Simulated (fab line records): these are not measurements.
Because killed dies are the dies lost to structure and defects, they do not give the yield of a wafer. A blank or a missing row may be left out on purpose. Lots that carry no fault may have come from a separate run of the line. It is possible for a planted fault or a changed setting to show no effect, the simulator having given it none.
Which tool is to blame? ; flow n5 finfet ; 13 lots with 31 wafers sampled at 4 steps, on a route of 1938 steps

## WHAT THE GAUGES SHOWED, per wafer
N5_BEOL_M5_THK_MEAS_01. Usual: M5_ILD_THK gives 121.3 nm (standard deviation 1.9).
lot;measured;on;M5_ILD_THK (nm);flag
L864;day 8 09:16;film metro-01;122.0 122.4 124.2;
L865;day 8 19:39;film metro-02;119.9 120.6;
L867;day 10 14:02;film metro-02;116.4 120.2;
L868;day 10 18:43;film metro-01;121.9 124.9;
L873;day 11 04:16;film metro-01;120.8 121.0 123.3;
L871;day 11 09:02;film metro-02;119.0 120.2 121.8;
L870;day 11 10:59;film metro-01;117.5 117.3 119.9;
L869;day 11 18:20;film metro-02;121.3 119.1;
L872;day 11 20:43;film metro-02;119.1 121.7;
L874;day 12 09:32;film metro-01;120.8 122.5;
L876;day 12 13:41;film metro-01;118.2 119.5;
L880;day 14 11:23;film metro-02;118.5 119.5 123.8;
L887;day 15 15:00;film metro-01;119.6 120.5;

## WHICH TOOL RAN EACH LOT (tool, then ch and the chambers of the sampled wafers, then the start)
lot;N5_BEOL_M4_SPUTTER_88;N5_BEOL_M4_SPUTTER_96;N5_BEOL_M5_ILD_DEP_00
L864;pvd sputter-03, day 8 05:24;pvd sputter-03, day 8 06:17;pecvd-04 ch 0,1,2, day 8 08:41
L865;pvd sputter-03, day 8 15:55;pvd sputter-03, day 8 16:48;pecvd-03 ch 0,1, day 8 19:04
L867;pvd sputter-02, day 10 10:08;pvd sputter-02, day 10 11:01;pecvd-02 ch 0, day 10 13:05
L868;pvd sputter-03, day 10 15:07;pvd sputter-03, day 10 16:00;pecvd-04 ch 0,2, day 10 18:08
L873;pvd sputter-02, day 11 00:44;pvd sputter-02, day 11 01:37;pecvd-04 ch 0,1,2, day 11 03:41
L871;pvd sputter-02, day 11 05:30;pvd sputter-02, day 11 06:23;pecvd-02 ch 1,2, day 11 08:28
L870;pvd sputter-03, day 11 06:56;pvd sputter-03, day 11 07:49;pecvd-02 ch 0,1,2, day 11 09:56
L869;pvd sputter-03, day 11 14:24;pvd sputter-03, day 11 15:17;pecvd-04 ch 0,1, day 11 17:46
L872;pvd sputter-01, day 11 17:11;pvd sputter-01, day 11 18:04;pecvd-03 ch 1,2, day 11 20:08
L874;pvd sputter-02, day 12 06:00;pvd sputter-02, day 12 06:53;pecvd-04 ch 0,1, day 12 08:57
L876;pvd sputter-03, day 12 10:08;pvd sputter-03, day 12 11:01;pecvd-02 ch 0, day 12 13:07
L880;pvd sputter-03, day 14 07:52;pvd sputter-03, day 14 08:44;pecvd-02 ch 0,1,2, day 14 10:48
L887;pvd sputter-01, day 15 10:43;pvd sputter-01, day 15 11:35;pecvd-04 ch 1, day 15 14:25
- N5_BEOL_M4_SPUTTER_88: material Cu, target thk 4.5 nm, time 8.29 s.
- N5_BEOL_M4_SPUTTER_96: material Cu, target thk 4.5 nm, time 8.29 s.
- N5_BEOL_M5_ILD_DEP_00: deposits SiCOH lowk from DEMS/porogen, target thk 140.64 nm, time 25.9 s.

## WHAT THE TOOLS THEMSELVES READ (means of the sampled wafers that have a number; where no wafer has one, the mark that the record gives instead)
N5_BEOL_M4_SPUTTER_88. Usual: chamber pressure pa 0.07001 Pa, standard deviation 0.00014; throttle valve pct 29.7 %, standard deviation 1.3.
lot;tool;chamber pressure pa (Pa);throttle valve pct (%);flag
L864;pvd sputter-03;0.07010;28.9;
L865;pvd sputter-03;0.06996;28.9;
L867;pvd sputter-02;0.07012;30.1;
L868;pvd sputter-03;0.06989;29.1;
L873;pvd sputter-02;0.06998;30.6;
L871;pvd sputter-02;0.07001;30.1;
L870;pvd sputter-03;0.06987;28.8;
L869;pvd sputter-03;0.07020;28.8;
L872;pvd sputter-01;0.06993;32.8;
L874;pvd sputter-02;0.07012;31.2;
L876;pvd sputter-03;0.07015;28.4;
L880;pvd sputter-03;0.07004;29.0;
L887;pvd sputter-01;0.06990;31.1;

N5_BEOL_M4_SPUTTER_96. Usual: chamber pressure pa 0.07 Pa, standard deviation 0.00013; throttle valve pct 29.7 %, standard deviation 1.3.
lot;tool;chamber pressure pa (Pa);throttle valve pct (%);flag
L864;pvd sputter-03;0.07;28.9;
L865;pvd sputter-03;0.07;29.2;
L867;pvd sputter-02;0.07;30.1;
L868;pvd sputter-03;0.07;29.3;
L873;pvd sputter-02;0.07;30.4;
L871;pvd sputter-02;0.07;30.0;
L870;pvd sputter-03;0.07;28.8;
L869;pvd sputter-03;0.07;28.9;
L872;pvd sputter-01;0.07;32.9;
L874;pvd sputter-02;0.07;31.2;
L876;pvd sputter-03;0.07;28.4;
L880;pvd sputter-03;0.07;29.1;
L887;pvd sputter-01;0.07;30.8;

N5_BEOL_M5_ILD_DEP_00. Usual: heater power w 324 W, standard deviation 49; rf fwd power W 495.2 W, standard deviation 1.9; showerhead plenum p Torr 5.741 Torr, standard deviation 0.017; susceptor temp C 299.98 C, standard deviation 0.2; throttle valve pct 14.0 %, standard deviation 0.79.
lot;tool;heater power w (W);rf fwd power W (W);showerhead plenum p Torr (Torr);susceptor temp C (C);throttle valve pct (%);flag
L864;pecvd-04;341;496.3;5.730;299.88;13.8;
L865;pecvd-03;269;495.6;5.755;300.01;13.9;
L867;pecvd-02;350;496.3;5.752;300.24;13.6;
L868;pecvd-04;362;494.8;5.726;299.89;13.2;
L873;pecvd-04;334;495.8;5.729;299.87;13.8;
L871;pecvd-02;299;496.4;5.743;300.08;13.8;
L870;pecvd-02;303;496.6;5.749;300.00;14.1;
L869;pecvd-04;352;494.9;5.737;299.96;14.4;
L872;pecvd-03;288;496.1;5.742;299.82;13.9;
L874;pecvd-04;346;495.6;5.745;300.06;14.2;
L876;pecvd-02;302;496.6;5.766;299.71;13.9;
L880;pecvd-02;316;496.5;5.745;301.04;13.9;OFF
L887;pecvd-04;289;493.3;5.755;300.02;15.3;

## THE ANSWER, worked out from the rows above alone
Rule: take the mean of a lot's wafers that have a number; if it is more than 3 standard deviations from the usual mean, the lot is off. A lot without any number at a reading at which 4 lots or more have one is off too. Any other lot the step has rows for is counted as sound. First the gauges in route order, then the tools' own readings, where a lot's mean is used as printed above. At the first step where some lot is off, the reading lying furthest off is the one used; lots without a number count as furthest.
Off: L880 (N5_BEOL_M5_ILD_DEP_00, susceptor temp C).
If a tool, at that step or one of the process steps before it, ran each lot that is off and ran no sound lot following the first of them, it fits. 2 tools fit, pvd sputter-03 at N5_BEOL_M4_SPUTTER_88 and N5_BEOL_M4_SPUTTER_96 and pecvd-02 at N5_BEOL_M5_ILD_DEP_00, so this cannot tell which one it is.

## WHAT THE SIMULATOR HAD PUT IN
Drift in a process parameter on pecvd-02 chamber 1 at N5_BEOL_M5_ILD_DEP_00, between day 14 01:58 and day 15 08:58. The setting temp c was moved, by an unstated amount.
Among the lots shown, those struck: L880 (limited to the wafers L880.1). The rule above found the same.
